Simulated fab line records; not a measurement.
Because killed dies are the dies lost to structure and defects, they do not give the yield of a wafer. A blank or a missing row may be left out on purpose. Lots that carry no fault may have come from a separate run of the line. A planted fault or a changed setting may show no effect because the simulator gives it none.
fab line records    flow n5-finfet
record lots=7  wafers=39
route steps=1938 shown FIN_SAQP@108 DUMMY_GATE@246 SD_EPI_P@321 SD_ACTIVATION@330 MOL_CONTACT_COAG@562
start-h: start of the lot's first displayed wafer, in hours after the record's first day    wait-h: time in hours since the lot's previous step    " same as the row above    L1.1+2: one row covering several wafers at once    - value missing, or start not given    * or withheld: withheld    < > ~ a bound
route shown NAME@n: NAME is a module with steps in the file, n the number in the route of the first one    usual: mean/standard deviation of fault-free wafers    same: alike in all rows    chamber/n: place in a boat    sites: the reading at each site    _std_site: the values' standard deviation    _edge_site: outer sites' mean less inner sites'    radius-mm: for every site, how far away it sits from the centre of the wafer    mask NAME#n: copy n    behind: the most recent tool/chamber to have shaped the wafer    hold: the reason the lot was held/the length of the hold in hours/how it ended    device: whichever transistor did not switch (one of n, p or np)    end of line: the same wafers' tests at the end of the route    step lacking rows: just its recipe    killed: not the wafer's yield, but the dies lost to structure and defects at the first sort    map: the dies of a wafer, with x for killed, . for not killed, _ for no die there
set.NAME: the setting that was run; set.NAME@STEP: the one run at that earlier step    model.NAME: the simulator's own value behind a step, which no gauge read
one table per step and one row per wafer, for lots whose settings were changed on purpose
## steps
# step N5_FIN_SAQP_EXPOSE_13
# recipe mask-id=FIN_CORE  na=1.35  source-shape=dipole  sigma-inner=0.538  sigma-outer=0.738  polarization=te  target-cd-nm=35.6  dose-mj=63.25
lot.wafer   tool             chamber  start-h  wait-h  mask        set.dose-mj
L075.1+2+5  arfi-scanner-01  0        27.62    -       FIN_CORE#0  63.25
L075.3+4+6  "                0        "        "       FIN_CORE#0  65.9
L083.1+4+6  arfi-scanner-02  0        76.22    -       FIN_CORE#0  63.25
L083.2+3+5  "                0        "        "       FIN_CORE#0  61.47
L084.1+2+4  arfi-scanner-02  0        81.47    -       FIN_CORE#0  63.25
L084.3+5+6  "                0        "        "       FIN_CORE#0  67.62
L086.1+2+4  arfi-scanner-02  0        94.07    -       FIN_CORE#0  63.25
L092.1+2+3  arfi-scanner-02  0        129.73   -       FIN_CORE#0  65.03
L092.4+5+6  "                0        "        "       FIN_CORE#0  63.25
L094.1+2+5  arfi-scanner-03  0        143.10   -       FIN_CORE#0  68.3
L094.3+4+6  "                0        "        "       FIN_CORE#0  63.25
L097.1+2+5  arfi-scanner-03  0        158.99   -       FIN_CORE#0  63.25
L097.3+4+6  "                0        "        "       FIN_CORE#0  61.81
# step N5_FIN_SAQP_PEB_14
# recipe peb-temp-c=withheld  peb-time-s=60  resist=CAR-ArF
# step N5_FIN_SAQP_DEVELOP_15
# recipe develop-time-s=30  developer=TMAH  resist=CAR-ArF  dev-temp-c=23  rinse-liquid=diw  dry=air-spin
# step N5_FIN_SAQP_CD_MEAS_16
# recipe target-cd-nm=35.6  landing-energy-ev=500  detector=se-inlens
# usual cd-nm=35.51/0.26
lot.wafer  tool       chamber  start-h  wait-h  set.dose-mj@FIN_SAQP_EXPOSE_13  cd-nm
L075.1     cd-sem-03  0        27.74    -       63.25                           35.27
L075.2     "          0        "        "       63.25                           35.72
L075.3     "          0        "        "       65.9                            34.47
L075.4     "          0        "        "       65.9                            34.29
L075.5     "          0        "        "       63.25                           35.61
L075.6     "          0        "        "       65.9                            33.92
L083.1     cd-sem-01  0        76.34    -       63.25                           35.42
L083.2     "          0        "        "       61.47                           36.38
L083.3     "          0        "        "       61.47                           36.60
L083.4     "          0        "        "       63.25                           35.35
L083.5     "          0        "        "       61.47                           36.64
L083.6     "          0        "        "       63.25                           35.88
L084.1     cd-sem-02  0        81.60    -       63.25                           35.60
L084.2     "          0        "        "       63.25                           35.61
L084.3     "          0        "        "       67.62                           33.83
L084.4     "          0        "        "       63.25                           35.71
L084.5     "          0        "        "       67.62                           33.47
L084.6     "          0        "        "       67.62                           33.35
L086.1     cd-sem-01  0        94.20    -       63.25                           35.42
L086.2     "          0        "        "       63.25                           35.36
L086.4     "          0        "        "       63.25                           35.71
L092.1     cd-sem-01  0        129.86   -       65.03                           34.94
L092.2     "          0        "        "       65.03                           34.38
L092.3     "          0        "        "       65.03                           34.84
L092.4     "          0        "        "       63.25                           35.25
L092.5     "          0        "        "       63.25                           35.48
L092.6     "          0        "        "       63.25                           35.34
L094.1     cd-sem-01  0        143.23   -       68.3                            33.41
L094.2     "          0        "        "       68.3                            33.39
L094.3     "          0        "        "       63.25                           34.88
L094.4     "          0        "        "       63.25                           35.56
L094.5     "          0        "        "       68.3                            33.25
L094.6     "          0        "        "       63.25                           35.29
L097.1     cd-sem-01  0        159.12   -       63.25                           35.60
L097.2     "          0        "        "       63.25                           35.84
L097.3     "          0        "        "       61.81                           36.13
L097.4     "          0        "        "       61.81                           36.15
L097.5     "          0        "        "       63.25                           35.41
L097.6     "          0        "        "       61.81                           35.70
# step N5_FIN_SAQP_ETCH_52
# recipe chemistry=N2/H2  target=SOC  target-depth-a=1000  overetch-a=200  mask-material=SiARC  temp-c=40  time-s=150  ion-energy-ev=200  pressure-mtorr=30  source-w=840  bias-w=150  n2-flow-sccm=200  h2-flow-sccm=200  ends=end-point
# usual rf-vpp-V=524.6/2.7
lot.wafer  tool         chamber  start-h  wait-h  set.source-w  rf-vpp-V  model.SiARC_of_FIN_SAQP_COAT_50.thk-nm
L075.1     rie-diel-06  2        28.23    0.0     840           527.6     28.99
L075.2     "            3        "        "       840           525.3     29.04
L075.3     "            1        "        "       840           522.4     29.16
L075.4     "            0        "        "       840           522.6     29.07
L075.5     "            0        "        "       840           521.7     28.99
L075.6     "            3        "        "       840           523.7     29.05
L083.1     rie-diel-02  0        76.53    0.0     687.7         555.6     29.84
L083.2     "            1        "        "       840           527.0     28.98
L083.3     "            2        "        "       687.7         564.0     29.57
L083.4     "            3        "        "       687.7         557.9     29.61
L083.5     "            2        "        "       840           527.5     29.03
L083.6     "            3        "        "       840           521.4     28.94
L084.1     rie-diel-02  0        81.79    0.0     840           520.2     29.42
L084.2     "            3        "        "       840           520.2     29.17
L084.3     "            2        "        "       840           527.5     29.23
L084.4     "            1        "        "       840           527.0     29.27
L084.5     "            2        "        "       840           527.2     29.13
L084.6     "            3        "        "       840           522.9     29.26
L086.1     rie-diel-01  3        94.39    0.0     840           528.0     29.12
L086.2     "            0        "        "       840           520.8     29.43
L086.4     "            1        "        "       840           528.5     29.1
L092.1     rie-diel-01  2        130.21   0.0     840           526.0     29.21
L092.2     "            0        "        "       840           520.7     29.33
L092.3     "            3        "        "       840           526.5     29.15
L092.4     "            1        "        "       840           528.3     29.06
L092.5     "            1        "        "       840           528.4     29.16
L092.6     "            0        "        "       840           521.6     29.35
L094.1     rie-diel-01  0        143.42   0.0     840           520.2     29.26
L094.2     "            1        "        "       764.7         544.7     29.39
L094.3     "            2        "        "       840           525.4     29.25
L094.4     "            2        "        "       764.7         541.6     29.52
L094.5     "            1        "        "       764.7         545.4     29.47
L094.6     "            0        "        "       840           520.6     29.35
L097.1     rie-diel-06  3        159.32   0.0     840           523.6     29.12
L097.2     "            1        "        "       958.6         500.6     28.72
L097.3     "            0        "        "       840           523.0     28.98
L097.4     "            2        "        "       840           527.3     29.12
L097.5     "            2        "        "       958.6         502.5     28.6
L097.6     "            3        "        "       958.6         500.9     28.7
# step N5_DUMMY_GATE_ETCH_32
# recipe chemistry=CF4  target=SiO2  target-depth-a=35  time-s=3.9  ion-energy-ev=350  pressure-mtorr=10  icp-w=800  bias-w=400  cf4-flow-sccm=80
lot.wafer  tool       chamber  start-h  wait-h  set.time-s  model.etch.depth-nm
L075.1     rie-si-05  2        55.73    0.1     3.9         3.537
L075.2     "          0        "        "       3.9         3.562
L075.3     "          3        "        "       3.406       3.036
L075.4     "          1        "        "       3.9         3.476
L075.5     "          2        "        "       3.406       3.07
L075.6     "          3        "        "       3.406       3.049
L083.1     rie-si-03  2        108.75   0.1     3.399       3.009
L083.2     "          3        "        "       3.9         3.533
L083.3     "          1        "        "       3.399       3.034
L083.4     "          0        "        "       3.9         3.56
L083.5     "          1        "        "       3.9         3.46
L083.6     "          2        "        "       3.399       3.012
L084.1     rie-si-05  1        108.97   0.1     4.141       3.681
L084.2     "          2        "        "       3.9         3.542
L084.3     "          3        "        "       4.141       3.707
L084.4     "          0        "        "       3.9         3.548
L084.5     "          1        "        "       3.9         3.487
L084.6     "          0        "        "       4.141       3.776
L086.1     rie-si-01  0        120.98   0.1     3.9         3.437
L086.2     "          3        "        "       3.9         3.46
L086.4     "          3        "        "       3.9         3.508
L092.1     rie-si-05  1        157.76   0.1     4.832       4.26
L092.2     "          3        "        "       3.9         3.469
L092.3     "          0        "        "       4.832       4.396
L092.4     "          2        "        "       3.9         3.538
L092.5     "          3        "        "       3.9         3.462
L092.6     "          0        "        "       4.832       4.392
L094.1     rie-si-05  2        168.51   0.1     4.148       3.744
L094.2     "          3        "        "       4.148       3.709
L094.3     "          0        "        "       4.148       3.787
L094.4     "          1        "        "       3.9         3.472
L094.5     "          3        "        "       3.9         3.505
L094.6     "          0        "        "       3.9         3.563
L097.1     rie-si-03  0        184.63   0.1     3.9         3.517
L097.2     "          1        "        "       3.9         3.434
L097.3     "          3        "        "       3.9         3.493
L097.4     "          2        "        "       3.9         3.425
L097.5     "          1        "        "       3.9         3.427
L097.6     "          2        "        "       3.9         3.487
# step N5_DUMMY_GATE_ETCH_44
# recipe chemistry=HBr/O2  over-etch-frac=0.7  target-depth-a=1275  stop-on=SiO2  ion-energy-ev=60  bias-w=20  target=poly-Si  mask-material=SiO2  pressure-mtorr=20  icp-w=400  HBr_flow_sccm=120  O2_flow_sccm=10
# usual oes-product-au=0.730/0.012
lot.wafer  tool       chamber  start-h  wait-h  set.target-depth-a  oes-product-au
L075.1     rie-si-05  2        55.82    0.0     1123                0.782
L075.2     "          0        "        "       1275                0.732
L075.3     "          3        "        "       1275                0.716
L075.4     "          1        "        "       1123                0.795
L075.5     "          2        "        "       1275                0.731
L075.6     "          3        "        "       1123                0.770
L083.1     rie-si-03  2        108.84   0.0     1195                0.752
L083.2     "          3        "        "       1275                0.733
L083.3     "          1        "        "       1195                0.758
L083.4     "          0        "        "       1275                0.707
L083.5     "          1        "        "       1195                0.744
L083.6     "          2        "        "       1275                0.713
L084.1     rie-si-05  1        109.06   0.0     1275                0.738
L084.2     "          2        "        "       1275                0.739
L084.3     "          3        "        "       1275                0.723
L084.4     "          0        "        "       1168                0.763
L084.5     "          1        "        "       1168                0.778
L084.6     "          0        "        "       1168                0.765
L086.1     rie-si-01  0        121.07   0.0     1275                0.734
L086.2     "          3        "        "       1275                0.708
L086.4     "          3        "        "       1275                0.723
L092.1     rie-si-05  1        157.85   0.0     1212                0.764
L092.2     "          3        "        "       1212                0.754
L092.3     "          0        "        "       1275                0.728
L092.4     "          2        "        "       1212                0.761
L092.5     "          3        "        "       1275                0.725
L092.6     "          0        "        "       1275                0.733
L094.1     rie-si-05  2        168.60   0.0     1275                0.741
L094.2     "          3        "        "       1352                0.692
L094.3     "          0        "        "       1275                0.728
L094.4     "          1        "        "       1352                0.724
L094.5     "          3        "        "       1275                0.714
L094.6     "          0        "        "       1352                0.703
L097.1     rie-si-03  0        184.72   0.0     1275                0.708
L097.2     "          1        "        "       1275                0.726
L097.3     "          3        "        "       1275                0.734
L097.4     "          2        "        "       1275                0.713
L097.5     "          1        "        "       1275                0.727
L097.6     "          2        "        "       1275                0.723
# step N5_SD_EPI_P_EPI_21
# recipe material=SiGe:B  dopant=B  temp-c=550  pressure-torr=20  ambient=H2  time-s=355
lot.wafer         tool          chamber  start-h  wait-h  set.dopant-conc-cm3
L075.1+3+5        epi-rpcvd-01  0        63.93    0.2     3.308e+20
L075.2+4+6        "             0        "        "       3e+20
L084.1+3+4        epi-rpcvd-02  0        116.35   0.1     2.715e+20
L084.2+5+6        "             0        "        "       3e+20
L083.1+2+6        epi-rpcvd-04  0        117.43   0.1     3.426e+20
L083.3+4+5        "             0        "        "       3e+20
L086.1+2+4        epi-rpcvd-02  0        128.23   0.1     3e+20
L092.1+2+6        epi-rpcvd-02  0        165.45   0.2     3e+20
L092.3+4+5        "             0        "        "       2.741e+20
L094.1+2+3+4+5+6  epi-rpcvd-04  0        175.90   0.1     3e+20
L097.1+2+6        epi-rpcvd-01  0        193.36   0.3     3e+20
L097.3+4+5        "             0        194.64   1.4     3.158e+20
# step N5_SD_EPI_P_HM_STRIP_48
# recipe chemistry=H3PO4  temp-c=160  material=SiNx  target=SiNx  target-depth-a=30  overetch-fraction=0.3
# step N5_SD_ACTIVATION_RTA_00
# recipe temp-c=975  time-s=0  ambient=N2  idle-temp-c=600  ramp-up-c-per-s=150  ramp-down-c-per-s=60  cool-to-c=600
# step N5_SD_ACTIVATION_LSA_01
# recipe temp-c=1080  time-s=0.0008  ambient=N2
# step N5_SD_ACTIVATION_RS_MEAS_03
# recipe thk-meas-gauge=four-point-probe
# usual RS_SD_N=22.0/0.31  RS_SD_P=56.2/1.2
lot.wafer  tool           chamber  start-h  wait-h  set.dopant-conc-cm3@SD_EPI_P_EPI_21  RS_SD_N[ohm/sq]  RS_SD_P[ohm/sq]
L075.1     film-metro-01  -        67.48    0.2     3.308e+20                            22.0             52.0
L075.2     "              -        "        "       3e+20                                22.0             56.6
L075.3     "              -        "        "       3.308e+20                            22.3             52.4
L075.4     "              -        "        "       3e+20                                22.6             56.5
L075.5     "              -        "        "       3.308e+20                            22.3             51.1
L075.6     "              -        "        "       3e+20                                22.2             55.8
L084.1     film-metro-02  -        119.16   0.2     2.715e+20                            21.7             62.6
L084.2     "              -        "        "       3e+20                                21.8             57.0
L084.3     "              -        "        "       2.715e+20                            21.8             62.7
L084.4     "              -        "        "       2.715e+20                            22.0             62.4
L084.5     "              -        "        "       3e+20                                22.3             56.7
L084.6     "              -        "        "       3e+20                                21.9             57.6
L083.1     film-metro-02  -        120.37   0.2     3.426e+20                            21.9             49.8
L083.2     "              -        "        "       3.426e+20                            22.1             50.5
L083.3     "              -        "        "       3e+20                                22.2             56.1
L083.4     "              -        "        "       3e+20                                21.9             56.5
L083.5     "              -        "        "       3e+20                                22.0             57.6
L083.6     "              -        "        "       3.426e+20                            22.1             50.8
L086.1     film-metro-02  -        131.04   0.2     3e+20                                22.3             55.5
L086.2     "              -        "        "       3e+20                                22.1             55.1
L086.4     "              -        "        "       3e+20                                22.0             55.1
L092.1     film-metro-02  -        170.47   0.2     3e+20                                22.5             56.6
L092.2     "              -        "        "       3e+20                                22.3             56.1
L092.3     "              -        "        "       2.741e+20                            22.2             61.5
L092.4     "              -        "        "       2.741e+20                            22.3             61.6
L092.5     "              -        "        "       2.741e+20                            22.3             61.2
L092.6     "              -        "        "       3e+20                                22.3             57.8
L094.1     film-metro-02  -        178.70   0.2     3e+20                                21.9             56.0
L094.2     "              -        "        "       3e+20                                22.2             55.8
L094.3     "              -        "        "       3e+20                                22.1             55.3
L094.4     "              -        "        "       3e+20                                22.2             55.0
L094.5     "              -        "        "       3e+20                                22.2             56.0
L094.6     "              -        "        "       3e+20                                22.2             55.8
L097.1     film-metro-02  -        197.84   0.2     3e+20                                22.0             57.1
L097.2     "              -        "        "       3e+20                                21.9             57.8
L097.3     "              -        "        "       3.158e+20                            21.5             55.4
L097.4     "              -        "        "       3.158e+20                            21.6             55.0
L097.5     "              -        "        "       3.158e+20                            21.7             55.5
L097.6     "              -        "        "       3e+20                                21.7             57.2
# step N5_MOL_CONTACT_COAG_ALD_123
# recipe material=SiNx  target-thk-a=50  temp-c=400  ald-precursor-family=SiH2I2  ald-co-reactant=N2/H2-plasma  pulse-time-s=1  purge-time-s=2  co-reactant-purge-time-s=2  ald-cycles=100  pressure-torr=2
lot.wafer         tool        chamber      start-h  wait-h  set.ald-cycles  model.SiNx_of_MOL_CONTACT_COAG_ALD_123.thk-nm
L075.1+5+6        ald-sin-01  3,3,2        109.12   0.1     100             5
L075.2+3+4        "           0,1,2        "        "       89              4.4
L084.1+2+3+4+5+6  ald-sin-02  2,1,0,3,2,3  156.24   0.9     100             5
L083.1+4+6        ald-sin-02  1,2,3        159.55   0.0     112             5.6
L083.2+3+5        "           0,3,0        "        "       100             5
L086.1+2+4        ald-sin-01  1,3,2        170.34   0.0     100             5
L092.1+2+3+4+5+6  ald-sin-01  3,0,2,3,2,0  209.10   0.0     100             5
L094.1+5+6        ald-sin-02  3,1,2        217.83   0.0     100             5
L094.2+3+4        "           0,1,2        "        "       113             5.6
L097.1+2+3+4+5+6  ald-sin-02  2,1,3,0,1,0  235.32   0.0     100             5
# step N5_MOL_CONTACT_COAG_PECVD_31
# recipe material=SiO2  target-thk-a=460  temp-c=400  precursor=TEOS/O2  pressure-torr=6.5  rf-w=withheld  teos-flow-sccm=withheld  gas=O2  flow-sccm=2650  time-s=8.9
# step N5_MOL_CONTACT_COAG_COAT_75
# recipe resist=SOC  temp-c=250  time-s=60  spin-rpm=1500  resist-thk-nm=60
# step N5_MOL_CONTACT_COAG_STRIP_120
# recipe chemistry=CHF3  resist=SiARC  rf-frequency-hz=6e+07
# step N5_MOL_CONTACT_COAG_VIA_ETCH_117
# recipe chemistry=C4F6/O2  target-depth-a=400  overetch-a=80  mask-material=SOC  target=SiO2  bias-w=455  pressure-mtorr=10  time-s=26  source-w=325  Ar_flow_sccm=300  C4F6_flow_sccm=10  O2_flow_sccm=10  ion-energy-ev=575.3  ends=end-point
# step N5_MOL_CONTACT_COAG_ETCH_124
# recipe chemistry=CH3F/O2  target=SiNx  target-depth-a=65  mask-material=SOC  stop-on=SiOC  over-etch-frac=0.3  ion-energy-ev=120  pressure-mtorr=30  source-w=395  bias-w=73  Ar_flow_sccm=150  CH3F_flow_sccm=30  O2_flow_sccm=20  ends=end-point
lot.wafer  tool         chamber  start-h  wait-h  set.ald-cycles@MOL_CONTACT_COAG_ALD_123  model.etch.depth-nm
L075.1     rie-diel-01  1        113.01   0.0     100                                      4.938
L075.2     "            2        "        "       89                                       4.426
L075.3     "            3        "        "       89                                       4.431
L075.4     "            0        "        "       89                                       4.444
L075.5     "            0        "        "       100                                      4.956
L075.6     "            1        "        "       100                                      4.978
L084.1     rie-diel-01  1        159.18   0.0     100                                      5.022
L084.2     "            0        "        "       100                                      4.97
L084.3     "            2        "        "       100                                      5
L084.4     "            3        "        "       100                                      4.985
L084.5     "            1        "        "       100                                      5.015
L084.6     "            0        "        "       100                                      5.01
L083.1     rie-diel-01  0        162.42   0.0     112                                      5.598
L083.2     "            1        "        "       100                                      5.046
L083.3     "            2        "        "       100                                      4.991
L083.4     "            3        "        "       112                                      5.627
L083.5     "            0        "        "       100                                      5.014
L083.6     "            3        "        "       112                                      5.612
L086.1     rie-diel-02  1        173.24   0.0     100                                      4.983
L086.2     "            2        "        "       100                                      4.972
L086.4     "            2        "        "       100                                      5.031
L092.1     rie-diel-01  3        212.81   0.0     100                                      5.032
L092.2     "            0        "        "       100                                      5.029
L092.3     "            2        "        "       100                                      5.006
L092.4     "            1        "        "       100                                      4.988
L092.5     "            2        "        "       100                                      4.999
L092.6     "            1        "        "       100                                      5.015
L094.1     rie-diel-06  0        220.98   0.0     100                                      5.009
L094.2     "            3        "        "       113                                      5.645
L094.3     "            1        "        "       113                                      5.649
L094.4     "            2        "        "       113                                      5.668
L094.5     "            3        "        "       100                                      5.003
L094.6     "            0        "        "       100                                      4.988
L097.1     rie-diel-01  0        238.34   0.0     100                                      4.986
L097.2     "            1        "        "       100                                      5.009
L097.3     "            3        "        "       100                                      5.015
L097.4     "            0        "        "       100                                      5.002
L097.5     "            1        "        "       100                                      4.988
L097.6     "            3        "        "       100                                      5
## key
split step=N5_FIN_SAQP_EXPOSE_13  setting=dose-mj  stated=63.25  by=wafer
response step=N5_FIN_SAQP_CD_MEAS_16  reading=cd-nm  change=-0.27  per=1%  r=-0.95
split step=N5_FIN_SAQP_ETCH_52  setting=source-w  stated=840  by=wafer
response step=N5_FIN_SAQP_ETCH_52  reading=rf-vpp-V  change=-1.87  per=1%  r=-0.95
response step=N5_FIN_SAQP_ETCH_52  reading=model.SiARC_of_FIN_SAQP_COAT_50.thk-nm  change=-0.0323  per=1%  r=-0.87
split step=N5_DUMMY_GATE_ETCH_32  setting=time-s  stated=3.9  by=wafer
response step=N5_DUMMY_GATE_ETCH_32  reading=model.etch.depth-nm  change=+0.0365  per=1%  r=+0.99
split step=N5_DUMMY_GATE_ETCH_44  setting=target-depth-a  stated=1275  by=wafer
response step=N5_DUMMY_GATE_ETCH_44  reading=oes-product-au  change=-0.00465  per=1%  r=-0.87
split step=N5_SD_EPI_P_EPI_21  setting=dopant-conc-cm3  stated=3e+20  by=wafer
response step=N5_SD_ACTIVATION_RS_MEAS_03  reading=RS_SD_P  change=-0.479  per=1%  r=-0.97
split step=N5_MOL_CONTACT_COAG_ALD_123  setting=ald-cycles  stated=100  by=wafer
response step=N5_MOL_CONTACT_COAG_ALD_123  reading=model.SiNx_of_MOL_CONTACT_COAG_ALD_123.thk-nm  change=+0.0498  per=1%  r=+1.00
response step=N5_MOL_CONTACT_COAG_ETCH_124  reading=model.etch.depth-nm  change=+0.0493  per=1%  r=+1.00
